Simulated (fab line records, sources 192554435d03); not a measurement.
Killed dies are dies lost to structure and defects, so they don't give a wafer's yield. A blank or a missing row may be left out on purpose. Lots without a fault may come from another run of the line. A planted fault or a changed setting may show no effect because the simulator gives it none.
Split-lot experiment | flow n5_finfet | 7 lots, 39 wafers read, on a route of 1938 steps

THE SPLIT
At N5_BEOL_M0_ALD_136 (deposits TaN, pulse time 2 s, purge time 3 s, co reactant purge time 2 s), the setting ald_cycles was moved away from the recipe's 30 on 9 of the 39 wafers read, by -40.0% to +50.0%. The other wafers ran this setting at the recipe's value.

FROM THE SPLIT TO THE READING: what the file shows between them, 4 steps
- N5_BEOL_M0_SURFACE_TREAT_137
- N5_BEOL_M0_CVD_115: deposits Co from CCTBA/H2, time 120 s
- N5_BEOL_M0_ECD_118: material Cu, target thk 300 nm
- N5_BEOL_M0_ANNEAL_119: time 90 s

THE READING
barrier_field_endpoint_s, in s, at N5_BEOL_M0_CMP_120 (polishes, stops on SiOC, t overpolish 6.9 s). Fault-free wafers of this fab line usually give 3.72 s, standard deviation 0.13 s.

wafer  | tool, chamber at the split | ald_cycles as run | against the recipe | barrier_field_endpoint_s, s | against lot-mates on the recipe
L077.1 | ald_metal-03, 2,1,0        | 45                | +50.0%             | 4.87                        | +0.99
L077.4 | ald_metal-03, 3            | 30                | recipe             | 4.06                        | -
L077.3 | ald_metal-03, 2,1,0        | 45                | +50.0%             | 4.55                        | +0.67
L077.2 | ald_metal-03, 2,1,0        | 45                | +50.0%             | 4.72                        | +0.84
L077.5 | ald_metal-03, 1,2          | 30                | recipe             | 3.86                        | -
L077.6 | ald_metal-03, 1,2          | 30                | recipe             | 3.72                        | -
L079.3 | ald_metal-02, 2            | 30                | recipe             | 3.70                        | -
L079.1 | ald_metal-02, 3,0,1,2,1    | 30                | recipe             | 3.66                        | -
L079.4 | ald_metal-02, 3,0,1,2,1    | 30                | recipe             | 3.82                        | -
L079.2 | ald_metal-02, 3,0,1,2,1    | 30                | recipe             | 3.72                        | -
L079.6 | ald_metal-02, 3,0,1,2,1    | 30                | recipe             | 3.67                        | -
L079.5 | ald_metal-02, 3,0,1,2,1    | 30                | recipe             | 3.63                        | -
L083.1 | ald_metal-02, 0,3          | 30                | recipe             | 3.72                        | -
L083.2 | ald_metal-02, 0,3          | 30                | recipe             | 3.53                        | -
L083.5 | ald_metal-02, 0            | 30                | recipe             | 3.73                        | -
L084.2 | ald_metal-01, 1,2,3        | 30                | recipe             | 3.82                        | -
L084.4 | ald_metal-01, 0,3,0        | 18                | -40.0%             | 3.12                        | -0.73
L084.1 | ald_metal-01, 0,3,0        | 18                | -40.0%             | 2.83                        | -1.02
L084.3 | ald_metal-01, 1,2,3        | 30                | recipe             | 3.89                        | -
L084.6 | ald_metal-01, 1,2,3        | 30                | recipe             | 3.85                        | -
L084.5 | ald_metal-01, 0,3,0        | 18                | -40.0%             | 3.12                        | -0.73
L086.3 | ald_metal-02, 1,2,3,1      | 30                | recipe             | 3.74                        | -
L086.4 | ald_metal-02, 0,2          | 30                | recipe             | 3.80                        | -
L086.1 | ald_metal-02, 1,2,3,1      | 30                | recipe             | 3.91                        | -
L086.2 | ald_metal-02, 1,2,3,1      | 30                | recipe             | 3.77                        | -
L086.6 | ald_metal-02, 1,2,3,1      | 30                | recipe             | 3.77                        | -
L086.5 | ald_metal-02, 0,2          | 30                | recipe             | 3.54                        | -
L090.1 | ald_metal-03, 0,1,3,1,0,3  | 30                | recipe             | 3.97                        | -
L090.3 | ald_metal-03, 0,1,3,1,0,3  | 30                | recipe             | 3.84                        | -
L090.4 | ald_metal-03, 0,1,3,1,0,3  | 30                | recipe             | 3.87                        | -
L090.2 | ald_metal-03, 0,1,3,1,0,3  | 30                | recipe             | 3.80                        | -
L090.6 | ald_metal-03, 0,1,3,1,0,3  | 30                | recipe             | 4.04                        | -
L090.5 | ald_metal-03, 0,1,3,1,0,3  | 30                | recipe             | 4.09                        | -
L091.3 | ald_metal-02, 3,1,0        | 30                | recipe             | 3.55                        | -
L091.4 | ald_metal-02, 3,1,0        | 30                | recipe             | 3.59                        | -
L091.1 | ald_metal-02, 2,0,3        | 19                | -36.7%             | 2.91                        | -0.67
L091.2 | ald_metal-02, 2,0,3        | 19                | -36.7%             | 2.90                        | -0.68
L091.6 | ald_metal-02, 2,0,3        | 19                | -36.7%             | 3.07                        | -0.51
L091.5 | ald_metal-02, 3,1,0        | 30                | recipe             | 3.59                        | -
Where a row lists several chambers, the file gives one row for several wafers and doesn't say which wafer went through which chamber.

THE FIT
A straight line over all 39 wafers: barrier_field_endpoint_s changes by +0.0196 s for each +1% of ald_cycles; r = +0.94; the points scatter about the line by 0.15 s.
The same after taking each lot's own level away (the mean of its wafers on the recipe; 39 wafers): +0.0179 s for each +1%; r = +0.96; scatter 0.11 s.
On that fit, the largest move of ald_cycles shifts the reading by 0.89 s.
The lots' own levels span 3.577 to 3.935 s, that is 2.8 times the standard deviation above.
So the lot-to-lot level changes the slope little: the two slopes agree.
Check: with one of the wafers moved furthest among these (+50.0%) left out of the fit, the line predicts +0.856 s for it against its lot-mates. It came out at +0.99 s against them.

OTHER SPLITS ON THESE WAFERS
These wafers also went through other splits before the reading. Each is held against what the fit with the lots' levels taken away leaves over:
other split on the same wafers                 | wafers away from the commonest value | r with barrier_field_endpoint_s (lot level and that fit taken away)
N5_MOL_CONTACT_COAG_VIA_ETCH_46 target_depth_a | 9                                    | +0.23

THE WHOLE CHAIN: every reading that the file lists as answering this split, in the file's order
step               | what it does                                                             | reading                                                                        | change (the file's fit)               | r (the file's)
N5_BEOL_M0_ALD_136 | deposits TaN, pulse time 2 s, purge time 3 s, co reactant purge time 2 s | TaN_of_BEOL_M0_ALD_136.thk_nm (the simulator's own value, which no gauge read) | withheld for each +1% of the setting  | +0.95
N5_BEOL_M0_CMP_120 | polishes, stops on SiOC, t overpolish 6.9 s                              | barrier_field_endpoint_s                                                       | +0.0179 s for each +1% of the setting | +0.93

THE FILE'S OWN FIT
barrier_field_endpoint_s changes by +0.0179 s for each +1% of ald_cycles, r = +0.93.
